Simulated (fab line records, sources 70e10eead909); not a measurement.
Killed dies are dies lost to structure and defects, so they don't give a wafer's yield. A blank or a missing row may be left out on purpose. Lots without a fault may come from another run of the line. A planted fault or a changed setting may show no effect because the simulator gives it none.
Chamber matching | flow nand_harc | NHARC_A_M0_DEP_32 on pecvd-04: 3 sister chambers
The step deposits SiCN, target thk 30 nm. 14 wafers are shown with their chamber, then 7 later ones without.

WAFERS WITH THEIR CHAMBER
wafer  | chamber | heater_power_w (W)
L418.1 | 1       | 606
L418.2 | 0       | 656
L418.5 | 2       | 636
L423.2 | 1       | 711
L423.3 | 0       | 710
L423.5 | 0       | 720
L424.2 | 1       | 742
L424.3 | 2       | 596
L424.4 | 2       | 597
L429.1 | 1       | 689
L429.2 | 0       | 590
L429.5 | 0       | 595
L430.1 | 0       | 575
L430.3 | 2       | 652

SIGNATURES (means of the wafers above)
reading        | chamber 0 | chamber 1 | chamber 2 | scatter within a chamber
heater_power_w | 641.00    | 687.00    | 620.25    | 54.6
Rule: a wafer's distance from a chamber is the root of the sum, over the readings, of the square of ((its reading less the chamber's mean) divided by the reading's scatter). The wafer belongs to the nearest chamber; if the next one is less than 2 further off, it can't be placed. The scatter: the root of (the sum of the squares of (reading less its chamber's mean) over the shown wafers, divided by (wafers less chambers)).

WAFERS WITHOUT THEIR CHAMBER
wafer  | heater_power_w (W)
L430.6 | 670
L437.1 | 632
L437.4 | 623
L437.5 | 667
L439.1 | 592
L439.3 | 612
L439.4 | 606

WHICH CHAMBER EACH WENT THROUGH
wafer  | from the rows above          | in truth
L430.6 | can't be placed: 1 or 0 or 2 | 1
L437.1 | can't be placed: 0 or 2 or 1 | 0
L437.4 | can't be placed: 2 or 0 or 1 | 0
L437.5 | can't be placed: 1 or 0 or 2 | 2
L439.1 | can't be placed: 2 or 0 or 1 | 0
L439.3 | can't be placed: 2 or 0 or 1 | 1
L439.4 | can't be placed: 2 or 0 or 1 | 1
Placed correctly: 0 of 7. Can't be placed from these rows: 7 (the true chamber is among the candidates in 7). Placed wrongly: 0.
